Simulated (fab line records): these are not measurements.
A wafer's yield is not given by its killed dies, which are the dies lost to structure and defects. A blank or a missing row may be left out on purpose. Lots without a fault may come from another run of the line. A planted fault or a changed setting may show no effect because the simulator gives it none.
fab line records || flow n5-finfet || part 2 of 2: steps 24 to 31 of 31
[record] {"lots": 5, "wafers": 15, "last-day": 18}
route steps=1938 shown BEOL_M3@997 BEOL_M4@1021
lots that met no fault: from a run of the same line without faults
start-h: hours from the record's first day to the start of the lot's first wafer shown || wait-h: hours since the lot's step before || " identical to the entry in the row above || L1.1+2: a row that stands for several wafers || - no value present, or no start provided || * or withheld: withheld || < > ~ a bound
route shown NAME@n: a module of which the file shows steps, and the number in the route of the first || usual: the fault-free wafers' mean and standard deviation || same: alike in all rows || chamber/n: place in a boat || sites: per-site readings || _std_site: standard deviation across them || _edge_site: mean of outer sites minus mean of inner sites || radius-mm: for every site, how far away it sits from the centre of the wafer || mask NAME#n: copy n || behind: the last tool/chamber to shape the wafer || hold: the reason the lot was held/the length of the hold in hours/how it ended || device: the transistor (n, p or np) that didn't switch || end of line: tests of these same wafers at the route's end || a step given without rows: its recipe and nothing more || killed: not the wafer's yield, but the dies lost to structure and defects at the first sort || map: per-die view of a wafer (x killed, . not killed, _ where there is no die)
set.NAME: the run value of the setting; set.NAME@STEP: its run value at that earlier step || model.NAME: the simulator's own value behind a step, which no gauge read
a table for each step, a row for each wafer; lots at some steps of the route
services: the hour from which a tool's chamber was out of use, counted from the record's first day as start-h (under 0 if before that day), plus the number of hours and why
[[steps]]
[step N5_BEOL_M3_INSPECT_59]
[recipe] {"inspect-instrument": "darkfield", "mode": "post-dep"}
[usual] {"raw-defect-count": "70/22"}
{"lot.wafer": "L076.1", "tool": "defect-inspect-02", "chamber": "-", "start-h": 174.97, "wait-h": 0.0, "raw-defect-count": 54}
{"lot.wafer": "L076.2", "tool": "defect-inspect-02", "chamber": "-", "start-h": 174.97, "wait-h": 0.0, "raw-defect-count": 53}
{"lot.wafer": "L076.6", "tool": "defect-inspect-02", "chamber": "-", "start-h": 174.97, "wait-h": 0.0, "raw-defect-count": 56}
{"lot.wafer": "L081.1", "tool": "defect-inspect-01", "chamber": "-", "start-h": 203.65, "wait-h": 0.0, "raw-defect-count": 91}
{"lot.wafer": "L081.4", "tool": "defect-inspect-01", "chamber": "-", "start-h": 203.65, "wait-h": 0.0, "raw-defect-count": 47}
{"lot.wafer": "L081.6", "tool": "defect-inspect-01", "chamber": "-", "start-h": 203.65, "wait-h": 0.0, "raw-defect-count": 81}
{"lot.wafer": "L082.2", "tool": "defect-inspect-02", "chamber": "-", "start-h": 207.95, "wait-h": 0.0, "raw-defect-count": 69}
{"lot.wafer": "L082.3", "tool": "defect-inspect-02", "chamber": "-", "start-h": 207.95, "wait-h": 0.0, "raw-defect-count": 93}
{"lot.wafer": "L082.5", "tool": "defect-inspect-02", "chamber": "-", "start-h": 207.95, "wait-h": 0.0, "raw-defect-count": 80}
{"lot.wafer": "L085.4", "tool": "defect-inspect-02", "chamber": "-", "start-h": 221.25, "wait-h": 0.0, "raw-defect-count": 66}
{"lot.wafer": "L085.5", "tool": "defect-inspect-02", "chamber": "-", "start-h": 221.25, "wait-h": 0.0, "raw-defect-count": 24}
{"lot.wafer": "L085.6", "tool": "defect-inspect-02", "chamber": "-", "start-h": 221.25, "wait-h": 0.0, "raw-defect-count": 42}
{"lot.wafer": "L096.2", "tool": "defect-inspect-02", "chamber": "-", "start-h": 296.04, "wait-h": 0.0, "raw-defect-count": 78}
{"lot.wafer": "L096.3", "tool": "defect-inspect-02", "chamber": "-", "start-h": 296.04, "wait-h": 0.0, "raw-defect-count": 52}
{"lot.wafer": "L096.5", "tool": "defect-inspect-02", "chamber": "-", "start-h": 296.04, "wait-h": 0.0, "raw-defect-count": 82}
[step N5_BEOL_M4_ILD_DEP_00]
[recipe] {"material": "SiOC", "target-thk-a": 790, "temp-c": 350, "precursor": "DEMS/O2", "pressure-torr": 5, "rf-w": 500, "time-s": 15.3}
[usual] {"heater-power-w": "498/98", "rf-fwd-power-W": "494.5/1.7", "showerhead-plenum-p-Torr": "5.707/0.017", "throttle-valve-pct": "11.7/0.38"}
{"lot.wafer": "L076.1", "tool": "pecvd-01", "chamber": 0, "start-h": 175.00, "wait-h": 0.0, "heater-power-w": 598, "rf-fwd-power-W": 495.0, "showerhead-plenum-p-Torr": 5.718, "throttle-valve-pct": 11.7}
{"lot.wafer": "L076.2", "tool": "pecvd-01", "chamber": 2, "start-h": 175.00, "wait-h": 0.0, "heater-power-w": 430, "rf-fwd-power-W": 493.0, "showerhead-plenum-p-Torr": 5.699, "throttle-valve-pct": 10.9}
{"lot.wafer": "L076.6", "tool": "pecvd-01", "chamber": 0, "start-h": 175.00, "wait-h": 0.0, "heater-power-w": 607, "rf-fwd-power-W": 492.6, "showerhead-plenum-p-Torr": 5.720, "throttle-valve-pct": 11.8}
{"lot.wafer": "L081.1", "tool": "pecvd-01", "chamber": 1, "start-h": 203.69, "wait-h": 0.0, "heater-power-w": 417, "rf-fwd-power-W": 496.9, "showerhead-plenum-p-Torr": 5.698, "throttle-valve-pct": 11.6}
{"lot.wafer": "L081.4", "tool": "pecvd-01", "chamber": 1, "start-h": 203.69, "wait-h": 0.0, "heater-power-w": 405, "rf-fwd-power-W": 497.0, "showerhead-plenum-p-Torr": 5.686, "throttle-valve-pct": 11.6}
{"lot.wafer": "L081.6", "tool": "pecvd-01", "chamber": 0, "start-h": 203.69, "wait-h": 0.0, "heater-power-w": 583, "rf-fwd-power-W": 493.9, "showerhead-plenum-p-Torr": 5.712, "throttle-valve-pct": 11.5}
{"lot.wafer": "L082.2", "tool": "pecvd-02", "chamber": 1, "start-h": 207.99, "wait-h": 0.0, "heater-power-w": 475, "rf-fwd-power-W": 492.1, "showerhead-plenum-p-Torr": 5.713, "throttle-valve-pct": 12.5}
{"lot.wafer": "L082.3", "tool": "pecvd-02", "chamber": 0, "start-h": 207.99, "wait-h": 0.0, "heater-power-w": 386, "rf-fwd-power-W": 493.6, "showerhead-plenum-p-Torr": 5.706, "throttle-valve-pct": 12.1}
{"lot.wafer": "L082.5", "tool": "pecvd-02", "chamber": 1, "start-h": 207.99, "wait-h": 0.0, "heater-power-w": 471, "rf-fwd-power-W": 491.7, "showerhead-plenum-p-Torr": 5.714, "throttle-valve-pct": 12.4}
{"lot.wafer": "L085.4", "tool": "pecvd-01", "chamber": 0, "start-h": 221.30, "wait-h": 0.1, "heater-power-w": 600, "rf-fwd-power-W": 497.4, "showerhead-plenum-p-Torr": 5.718, "throttle-valve-pct": 12.0}
{"lot.wafer": "L085.5", "tool": "pecvd-01", "chamber": 1, "start-h": 221.30, "wait-h": 0.1, "heater-power-w": 390, "rf-fwd-power-W": 493.5, "showerhead-plenum-p-Torr": 5.694, "throttle-valve-pct": 11.3}
{"lot.wafer": "L085.6", "tool": "pecvd-01", "chamber": 0, "start-h": 221.30, "wait-h": 0.1, "heater-power-w": 585, "rf-fwd-power-W": 495.3, "showerhead-plenum-p-Torr": 5.720, "throttle-valve-pct": 11.4}
{"lot.wafer": "L096.2", "tool": "pecvd-04", "chamber": 2, "start-h": 296.07, "wait-h": 0.0, "heater-power-w": 699, "rf-fwd-power-W": 493.4, "showerhead-plenum-p-Torr": 5.726, "throttle-valve-pct": 12.0}
{"lot.wafer": "L096.3", "tool": "pecvd-04", "chamber": 0, "start-h": 296.07, "wait-h": 0.0, "heater-power-w": 521, "rf-fwd-power-W": 496.7, "showerhead-plenum-p-Torr": 5.717, "throttle-valve-pct": 11.6}
{"lot.wafer": "L096.5", "tool": "pecvd-04", "chamber": 1, "start-h": 296.07, "wait-h": 0.0, "heater-power-w": 630, "rf-fwd-power-W": 494.3, "showerhead-plenum-p-Torr": 5.698, "throttle-valve-pct": 11.6}
[step N5_BEOL_M4_THK_MEAS_01]
[recipe] {"reads": "SiOC_of_BEOL_M4_ILD_DEP_00"}
[usual] {"M4_ILD_THK": "79.2/1"}
{"lot.wafer": "L076.1", "tool": "film-metro-02", "chamber": "-", "start-h": 175.07, "wait-h": 0.0, "M4_ILD_THK[nm]": 79.4}
{"lot.wafer": "L076.2", "tool": "film-metro-02", "chamber": "-", "start-h": 175.07, "wait-h": 0.0, "M4_ILD_THK[nm]": 79.2}
{"lot.wafer": "L076.6", "tool": "film-metro-02", "chamber": "-", "start-h": 175.07, "wait-h": 0.0, "M4_ILD_THK[nm]": 80.1}
{"lot.wafer": "L081.1", "tool": "film-metro-02", "chamber": "-", "start-h": 203.78, "wait-h": 0.1, "M4_ILD_THK[nm]": 78.5}
{"lot.wafer": "L081.4", "tool": "film-metro-02", "chamber": "-", "start-h": 203.78, "wait-h": 0.1, "M4_ILD_THK[nm]": 79.8}
{"lot.wafer": "L081.6", "tool": "film-metro-02", "chamber": "-", "start-h": 203.78, "wait-h": 0.1, "M4_ILD_THK[nm]": 78.5}
{"lot.wafer": "L082.2", "tool": "film-metro-01", "chamber": "-", "start-h": 208.05, "wait-h": 0.1, "M4_ILD_THK[nm]": 78.1}
{"lot.wafer": "L082.3", "tool": "film-metro-01", "chamber": "-", "start-h": 208.05, "wait-h": 0.1, "M4_ILD_THK[nm]": 78.9}
{"lot.wafer": "L082.5", "tool": "film-metro-01", "chamber": "-", "start-h": 208.05, "wait-h": 0.1, "M4_ILD_THK[nm]": 80.6}
{"lot.wafer": "L085.4", "tool": "film-metro-01", "chamber": "-", "start-h": 221.37, "wait-h": 0.1, "M4_ILD_THK[nm]": 80.3}
{"lot.wafer": "L085.5", "tool": "film-metro-01", "chamber": "-", "start-h": 221.37, "wait-h": 0.1, "M4_ILD_THK[nm]": 80.2}
{"lot.wafer": "L085.6", "tool": "film-metro-01", "chamber": "-", "start-h": 221.37, "wait-h": 0.1, "M4_ILD_THK[nm]": 79.2}
{"lot.wafer": "L096.2", "tool": "film-metro-02", "chamber": "-", "start-h": 296.14, "wait-h": 0.1, "M4_ILD_THK[nm]": 79.8}
{"lot.wafer": "L096.3", "tool": "film-metro-02", "chamber": "-", "start-h": 296.14, "wait-h": 0.1, "M4_ILD_THK[nm]": 78.4}
{"lot.wafer": "L096.5", "tool": "film-metro-02", "chamber": "-", "start-h": 296.14, "wait-h": 0.1, "M4_ILD_THK[nm]": 79.2}
[step N5_BEOL_M4_PECVD_72]
[recipe] {"material": "SiO2", "target-thk-a": 160, "temp-c": 400, "precursor": "TEOS/O2", "pressure-torr": 5.5, "rf-w": 450, "teos-flow-sccm": 53.8, "gas": "O2", "flow-sccm": 3000, "time-s": 18}
[usual] {"heater-power-w": "755/130", "rf-fwd-power-W": "445.0/1.7", "showerhead-plenum-p-Torr": "8.84/0.093", "throttle-valve-pct": "22.4/0.69"}
{"lot.wafer": "L076.1", "tool": "pecvd-04", "chamber": 2, "start-h": 175.11, "wait-h": 0.0, "heater-power-w": 986, "rf-fwd-power-W": 445.7, "showerhead-plenum-p-Torr": 8.96, "throttle-valve-pct": 21.5}
{"lot.wafer": "L076.2", "tool": "pecvd-04", "chamber": 1, "start-h": 175.11, "wait-h": 0.0, "heater-power-w": 880, "rf-fwd-power-W": 444.3, "showerhead-plenum-p-Torr": 8.81, "throttle-valve-pct": 22.3}
{"lot.wafer": "L076.6", "tool": "pecvd-04", "chamber": 2, "start-h": 175.11, "wait-h": 0.0, "heater-power-w": 993, "rf-fwd-power-W": 446.2, "showerhead-plenum-p-Torr": 8.96, "throttle-valve-pct": 21.3}
{"lot.wafer": "L081.1", "tool": "pecvd-02", "chamber": 1, "start-h": 203.81, "wait-h": 0.0, "heater-power-w": 736, "rf-fwd-power-W": 443.6, "showerhead-plenum-p-Torr": 8.86, "throttle-valve-pct": 23.8}
{"lot.wafer": "L081.4", "tool": "pecvd-02", "chamber": 1, "start-h": 203.81, "wait-h": 0.0, "heater-power-w": 708, "rf-fwd-power-W": 444.7, "showerhead-plenum-p-Torr": 8.89, "throttle-valve-pct": 23.1}
{"lot.wafer": "L081.6", "tool": "pecvd-02", "chamber": 1, "start-h": 203.81, "wait-h": 0.0, "heater-power-w": 726, "rf-fwd-power-W": 442.5, "showerhead-plenum-p-Torr": 8.88, "throttle-valve-pct": 23.6}
{"lot.wafer": "L082.2", "tool": "pecvd-04", "chamber": 1, "start-h": 208.09, "wait-h": 0.0, "heater-power-w": 813, "rf-fwd-power-W": 445.5, "showerhead-plenum-p-Torr": 8.80, "throttle-valve-pct": 22.1}
{"lot.wafer": "L082.3", "tool": "pecvd-04", "chamber": 2, "start-h": 208.09, "wait-h": 0.0, "heater-power-w": 1003, "rf-fwd-power-W": 445.5, "showerhead-plenum-p-Torr": 8.96, "throttle-valve-pct": 21.6}
{"lot.wafer": "L082.5", "tool": "pecvd-04", "chamber": 2, "start-h": 208.09, "wait-h": 0.0, "heater-power-w": 1018, "rf-fwd-power-W": 446.1, "showerhead-plenum-p-Torr": 8.94, "throttle-valve-pct": 21.7}
{"lot.wafer": "L085.4", "tool": "pecvd-04", "chamber": 1, "start-h": 221.42, "wait-h": 0.1, "heater-power-w": 862, "rf-fwd-power-W": 447.1, "showerhead-plenum-p-Torr": 8.80, "throttle-valve-pct": 21.9}
{"lot.wafer": "L085.5", "tool": "pecvd-04", "chamber": 0, "start-h": 221.42, "wait-h": 0.1, "heater-power-w": 772, "rf-fwd-power-W": 447.6, "showerhead-plenum-p-Torr": 8.86, "throttle-valve-pct": 22.4}
{"lot.wafer": "L085.6", "tool": "pecvd-04", "chamber": 2, "start-h": 221.42, "wait-h": 0.1, "heater-power-w": 888, "rf-fwd-power-W": 443.4, "showerhead-plenum-p-Torr": 8.97, "throttle-valve-pct": 21.6}
{"lot.wafer": "L096.2", "tool": "pecvd-02", "chamber": 1, "start-h": 296.18, "wait-h": 0.0, "heater-power-w": 716, "rf-fwd-power-W": 440.0, "showerhead-plenum-p-Torr": 8.87, "throttle-valve-pct": 23.6}
{"lot.wafer": "L096.3", "tool": "pecvd-02", "chamber": 0, "start-h": 296.18, "wait-h": 0.0, "heater-power-w": 699, "rf-fwd-power-W": 444.8, "showerhead-plenum-p-Torr": 8.86, "throttle-valve-pct": 22.7}
{"lot.wafer": "L096.5", "tool": "pecvd-02", "chamber": 0, "start-h": 296.18, "wait-h": 0.0, "heater-power-w": 681, "rf-fwd-power-W": 446.5, "showerhead-plenum-p-Torr": 8.84, "throttle-valve-pct": 22.6}
[step N5_BEOL_M4_HM_DEP_02]
[recipe] {"material": "TiN", "target-thk-a": 200, "temp-c": 25, "chamber-pressure-pa": 0.49996}
[usual] {"throttle-valve-pct": "29.7/0.89"}
{"lot.wafer": "L076.1", "tool": "pvd-sputter-03", "chamber": "-", "start-h": 176.90, "wait-h": 1.8, "throttle-valve-pct": 29.4}
{"lot.wafer": "L076.2", "tool": "pvd-sputter-03", "chamber": "-", "start-h": 176.90, "wait-h": 1.8, "throttle-valve-pct": 29.4}
{"lot.wafer": "L076.6", "tool": "pvd-sputter-03", "chamber": "-", "start-h": 176.90, "wait-h": 1.8, "throttle-valve-pct": 29.9}
{"lot.wafer": "L081.1", "tool": "pvd-sputter-01", "chamber": "-", "start-h": 204.50, "wait-h": 0.7, "throttle-valve-pct": 29.5}
{"lot.wafer": "L081.4", "tool": "pvd-sputter-01", "chamber": "-", "start-h": 204.50, "wait-h": 0.7, "throttle-valve-pct": 30.2}
{"lot.wafer": "L081.6", "tool": "pvd-sputter-01", "chamber": "-", "start-h": 204.50, "wait-h": 0.7, "throttle-valve-pct": 29.7}
{"lot.wafer": "L082.2", "tool": "pvd-sputter-02", "chamber": "-", "start-h": 208.52, "wait-h": 0.4, "throttle-valve-pct": 27.7}
{"lot.wafer": "L082.3", "tool": "pvd-sputter-02", "chamber": "-", "start-h": 208.52, "wait-h": 0.4, "throttle-valve-pct": 28.9}
{"lot.wafer": "L082.5", "tool": "pvd-sputter-02", "chamber": "-", "start-h": 208.52, "wait-h": 0.4, "throttle-valve-pct": 29.3}
{"lot.wafer": "L085.4", "tool": "pvd-sputter-01", "chamber": "-", "start-h": 225.14, "wait-h": 3.7, "throttle-valve-pct": 29.2}
{"lot.wafer": "L085.5", "tool": "pvd-sputter-01", "chamber": "-", "start-h": 225.14, "wait-h": 3.7, "throttle-valve-pct": 30.7}
{"lot.wafer": "L085.6", "tool": "pvd-sputter-01", "chamber": "-", "start-h": 225.14, "wait-h": 3.7, "throttle-valve-pct": 30.1}
{"lot.wafer": "L096.2", "tool": "pvd-sputter-01", "chamber": "-", "start-h": 299.68, "wait-h": 3.5, "throttle-valve-pct": 29.0}
{"lot.wafer": "L096.3", "tool": "pvd-sputter-01", "chamber": "-", "start-h": 299.68, "wait-h": 3.5, "throttle-valve-pct": 30.0}
{"lot.wafer": "L096.5", "tool": "pvd-sputter-01", "chamber": "-", "start-h": 299.68, "wait-h": 3.5, "throttle-valve-pct": 29.7}
[step N5_BEOL_M4_COAT_61]
[recipe] {"resist": "SOC", "temp-c": 250, "time-s": 60, "spin-rpm": 1500, "resist-thk-nm": 60}
[usual] {"resist-line-temp-C": "23.00/0.11", "spin-speed-rpm": "1500.0/1"}
{"lot.wafer": "L076.1", "tool": "litho-track-03", "chamber": 0, "start-h": 177.03, "wait-h": 0.1, "resist-line-temp-C": 23.11, "spin-speed-rpm": 1500.9}
{"lot.wafer": "L076.2", "tool": "litho-track-03", "chamber": 0, "start-h": 177.03, "wait-h": 0.1, "resist-line-temp-C": 23.00, "spin-speed-rpm": 1499.7}
{"lot.wafer": "L076.6", "tool": "litho-track-03", "chamber": 0, "start-h": 177.03, "wait-h": 0.1, "resist-line-temp-C": 22.92, "spin-speed-rpm": 1500.6}
{"lot.wafer": "L081.1", "tool": "litho-track-02", "chamber": 0, "start-h": 204.62, "wait-h": 0.1, "resist-line-temp-C": 23.00, "spin-speed-rpm": 1501.0}
{"lot.wafer": "L081.4", "tool": "litho-track-02", "chamber": 0, "start-h": 204.62, "wait-h": 0.1, "resist-line-temp-C": 23.11, "spin-speed-rpm": 1499.8}
{"lot.wafer": "L081.6", "tool": "litho-track-02", "chamber": 0, "start-h": 204.62, "wait-h": 0.1, "resist-line-temp-C": 23.10, "spin-speed-rpm": 1500.8}
{"lot.wafer": "L082.2", "tool": "litho-track-05", "chamber": 0, "start-h": 208.65, "wait-h": 0.1, "resist-line-temp-C": 22.90, "spin-speed-rpm": 1500.0}
{"lot.wafer": "L082.3", "tool": "litho-track-05", "chamber": 0, "start-h": 208.65, "wait-h": 0.1, "resist-line-temp-C": 22.80, "spin-speed-rpm": 1500.2}
{"lot.wafer": "L082.5", "tool": "litho-track-05", "chamber": 0, "start-h": 208.65, "wait-h": 0.1, "resist-line-temp-C": 22.93, "spin-speed-rpm": 1500.9}
{"lot.wafer": "L085.4", "tool": "litho-track-05", "chamber": 0, "start-h": 225.26, "wait-h": 0.1, "resist-line-temp-C": 23.07, "spin-speed-rpm": 1498.7}
{"lot.wafer": "L085.5", "tool": "litho-track-05", "chamber": 0, "start-h": 225.26, "wait-h": 0.1, "resist-line-temp-C": 22.93, "spin-speed-rpm": 1499.3}
{"lot.wafer": "L085.6", "tool": "litho-track-05", "chamber": 0, "start-h": 225.26, "wait-h": 0.1, "resist-line-temp-C": 23.04, "spin-speed-rpm": 1499.9}
{"lot.wafer": "L096.2", "tool": "litho-track-02", "chamber": 0, "start-h": 299.81, "wait-h": 0.1, "resist-line-temp-C": 23.15, "spin-speed-rpm": 1498.8}
{"lot.wafer": "L096.3", "tool": "litho-track-02", "chamber": 0, "start-h": 299.81, "wait-h": 0.1, "resist-line-temp-C": 23.12, "spin-speed-rpm": 1500.1}
{"lot.wafer": "L096.5", "tool": "litho-track-02", "chamber": 0, "start-h": 299.81, "wait-h": 0.1, "resist-line-temp-C": 23.22, "spin-speed-rpm": 1499.8}
[step N5_BEOL_M4_COAT_62]
[recipe] {"resist": "SiARC", "temp-c": 220, "time-s": 60, "spin-rpm": 1500, "resist-thk-nm": 12}
[usual] {"resist-line-temp-C": "23.03/0.1", "spin-speed-rpm": "1500.0/1.1"}
{"lot.wafer": "L076.1", "tool": "litho-track-03", "chamber": 0, "start-h": "-", "wait-h": "-", "resist-line-temp-C": 23.03, "spin-speed-rpm": 1497.5}
{"lot.wafer": "L076.2", "tool": "litho-track-03", "chamber": 0, "start-h": "-", "wait-h": "-", "resist-line-temp-C": 22.87, "spin-speed-rpm": 1499.2}
{"lot.wafer": "L076.6", "tool": "litho-track-03", "chamber": 0, "start-h": "-", "wait-h": "-", "resist-line-temp-C": 23.03, "spin-speed-rpm": 1499.6}
{"lot.wafer": "L081.1", "tool": "litho-track-02", "chamber": 0, "start-h": "-", "wait-h": "-", "resist-line-temp-C": 23.04, "spin-speed-rpm": 1500.6}
{"lot.wafer": "L081.4", "tool": "litho-track-02", "chamber": 0, "start-h": "-", "wait-h": "-", "resist-line-temp-C": 23.01, "spin-speed-rpm": 1498.8}
{"lot.wafer": "L081.6", "tool": "litho-track-02", "chamber": 0, "start-h": "-", "wait-h": "-", "resist-line-temp-C": 23.13, "spin-speed-rpm": 1499.6}
{"lot.wafer": "L082.2", "tool": "litho-track-05", "chamber": 0, "start-h": "-", "wait-h": "-", "resist-line-temp-C": 23.13, "spin-speed-rpm": 1498.5}
{"lot.wafer": "L082.3", "tool": "litho-track-05", "chamber": 0, "start-h": "-", "wait-h": "-", "resist-line-temp-C": 23.02, "spin-speed-rpm": 1499.5}
{"lot.wafer": "L082.5", "tool": "litho-track-05", "chamber": 0, "start-h": "-", "wait-h": "-", "resist-line-temp-C": 23.04, "spin-speed-rpm": 1501.4}
{"lot.wafer": "L085.4", "tool": "litho-track-05", "chamber": 0, "start-h": "-", "wait-h": "-", "resist-line-temp-C": 23.02, "spin-speed-rpm": 1499.9}
{"lot.wafer": "L085.5", "tool": "litho-track-05", "chamber": 0, "start-h": "-", "wait-h": "-", "resist-line-temp-C": 23.02, "spin-speed-rpm": 1500.6}
{"lot.wafer": "L085.6", "tool": "litho-track-05", "chamber": 0, "start-h": "-", "wait-h": "-", "resist-line-temp-C": 22.99, "spin-speed-rpm": 1501.0}
{"lot.wafer": "L096.2", "tool": "litho-track-02", "chamber": 0, "start-h": "-", "wait-h": "-", "resist-line-temp-C": 23.13, "spin-speed-rpm": 1498.7}
{"lot.wafer": "L096.3", "tool": "litho-track-02", "chamber": 0, "start-h": "-", "wait-h": "-", "resist-line-temp-C": 23.16, "spin-speed-rpm": 1500.0}
{"lot.wafer": "L096.5", "tool": "litho-track-02", "chamber": 0, "start-h": "-", "wait-h": "-", "resist-line-temp-C": 23.04, "spin-speed-rpm": 1499.2}
[step N5_BEOL_M4_COAT_73]
[recipe] {"resist": "underlayer", "temp-c": 205, "time-s": 60, "spin-rpm": 1500, "resist-thk-nm": 5}
[usual] {"resist-line-temp-C": "23.03/0.11", "spin-speed-rpm": "1500.0/1.1"}
{"lot.wafer": "L076.1", "tool": "litho-track-03", "chamber": 0, "start-h": "-", "wait-h": "-", "resist-line-temp-C": 23.19, "spin-speed-rpm": 1501.1}
{"lot.wafer": "L076.2", "tool": "litho-track-03", "chamber": 0, "start-h": "-", "wait-h": "-", "resist-line-temp-C": 23.18, "spin-speed-rpm": 1501.2}
{"lot.wafer": "L076.6", "tool": "litho-track-03", "chamber": 0, "start-h": "-", "wait-h": "-", "resist-line-temp-C": 23.29, "spin-speed-rpm": 1499.5}
{"lot.wafer": "L081.1", "tool": "litho-track-02", "chamber": 0, "start-h": "-", "wait-h": "-", "resist-line-temp-C": 23.26, "spin-speed-rpm": 1499.8}
{"lot.wafer": "L081.4", "tool": "litho-track-02", "chamber": 0, "start-h": "-", "wait-h": "-", "resist-line-temp-C": 23.18, "spin-speed-rpm": 1497.5}
{"lot.wafer": "L081.6", "tool": "litho-track-02", "chamber": 0, "start-h": "-", "wait-h": "-", "resist-line-temp-C": 23.24, "spin-speed-rpm": 1498.9}
{"lot.wafer": "L082.2", "tool": "litho-track-05", "chamber": 0, "start-h": "-", "wait-h": "-", "resist-line-temp-C": 23.11, "spin-speed-rpm": 1500.3}
{"lot.wafer": "L082.3", "tool": "litho-track-05", "chamber": 0, "start-h": "-", "wait-h": "-", "resist-line-temp-C": 23.06, "spin-speed-rpm": 1499.8}
{"lot.wafer": "L082.5", "tool": "litho-track-05", "chamber": 0, "start-h": "-", "wait-h": "-", "resist-line-temp-C": 22.85, "spin-speed-rpm": 1500.7}
{"lot.wafer": "L085.4", "tool": "litho-track-05", "chamber": 0, "start-h": "-", "wait-h": "-", "resist-line-temp-C": 22.98, "spin-speed-rpm": 1500.8}
{"lot.wafer": "L085.5", "tool": "litho-track-05", "chamber": 0, "start-h": "-", "wait-h": "-", "resist-line-temp-C": 23.12, "spin-speed-rpm": 1499.1}
{"lot.wafer": "L085.6", "tool": "litho-track-05", "chamber": 0, "start-h": "-", "wait-h": "-", "resist-line-temp-C": 23.09, "spin-speed-rpm": 1499.3}
{"lot.wafer": "L096.2", "tool": "litho-track-02", "chamber": 0, "start-h": "-", "wait-h": "-", "resist-line-temp-C": 23.03, "spin-speed-rpm": 1499.8}
{"lot.wafer": "L096.3", "tool": "litho-track-02", "chamber": 0, "start-h": "-", "wait-h": "-", "resist-line-temp-C": 23.14, "spin-speed-rpm": 1498.9}
{"lot.wafer": "L096.5", "tool": "litho-track-02", "chamber": 0, "start-h": "-", "wait-h": "-", "resist-line-temp-C": 22.97, "spin-speed-rpm": 1500.3}
[[services]]
{"tool": "cvd-co-02", "chamber": 2, "start-h": 161.91, "hours": 7.8, "kind": "repair"}
{"tool": "litho-track-05", "chamber": "-", "start-h": 163.52, "hours": "-", "kind": "consumable-replace:filter"}
{"tool": "pecvd-02", "chamber": 2, "start-h": 166.02, "hours": 23.7, "kind": "repair"}
{"tool": "pecvd-04", "chamber": "-", "start-h": 182.39, "hours": 1.5, "kind": "repair"}
{"tool": "pecvd-04", "chamber": 1, "start-h": 188.20, "hours": 4.6, "kind": "repair"}
{"tool": "pecvd-01", "chamber": "-", "start-h": 188.36, "hours": 0.8, "kind": "repair"}
{"tool": "cvd-co-02", "chamber": 1, "start-h": 191.08, "hours": 4.8, "kind": "repair"}
{"tool": "cmp-01", "chamber": "-", "start-h": 195.35, "hours": 3.5, "kind": "repair"}
{"tool": "cmp-04", "chamber": "-", "start-h": 199.06, "hours": 17.2, "kind": "pm"}
{"tool": "cvd-co-02", "chamber": "-", "start-h": 199.26, "hours": 2.8, "kind": "pm"}
{"tool": "pecvd-02", "chamber": 0, "start-h": 200.13, "hours": 5.0, "kind": "scheduled-down"}
{"tool": "cvd-co-01", "chamber": 0, "start-h": 207.82, "hours": 6.1, "kind": "repair"}
{"tool": "cmp-04", "chamber": "-", "start-h": 224.79, "hours": 1.5, "kind": "repair"}
{"tool": "cmp-01", "chamber": "-", "start-h": 228.23, "hours": 0.9, "kind": "repair"}
{"tool": "cmp-01", "chamber": "-", "start-h": 230.09, "hours": 1.5, "kind": "repair"}
{"tool": "pecvd-02", "chamber": "-", "start-h": 239.60, "hours": 1.0, "kind": "repair"}
{"tool": "pecvd-01", "chamber": "-", "start-h": 242.73, "hours": 2.0, "kind": "repair"}
{"tool": "cmp-03", "chamber": "-", "start-h": 251.27, "hours": 4.0, "kind": "pm"}
{"tool": "cmp-01", "chamber": "-", "start-h": 259.16, "hours": 1.2, "kind": "repair"}
{"tool": "cmp-04", "chamber": "-", "start-h": 263.30, "hours": 0.7, "kind": "repair"}
{"tool": "pecvd-01", "chamber": 1, "start-h": 268.27, "hours": 3.6, "kind": "repair"}
{"tool": "cmp-03", "chamber": "-", "start-h": 272.64, "hours": 0.3, "kind": "repair"}
{"tool": "cmp-01", "chamber": "-", "start-h": 281.15, "hours": 0.8, "kind": "repair"}
{"tool": "cmp-04", "chamber": "-", "start-h": 285.55, "hours": 4.0, "kind": "pm"}
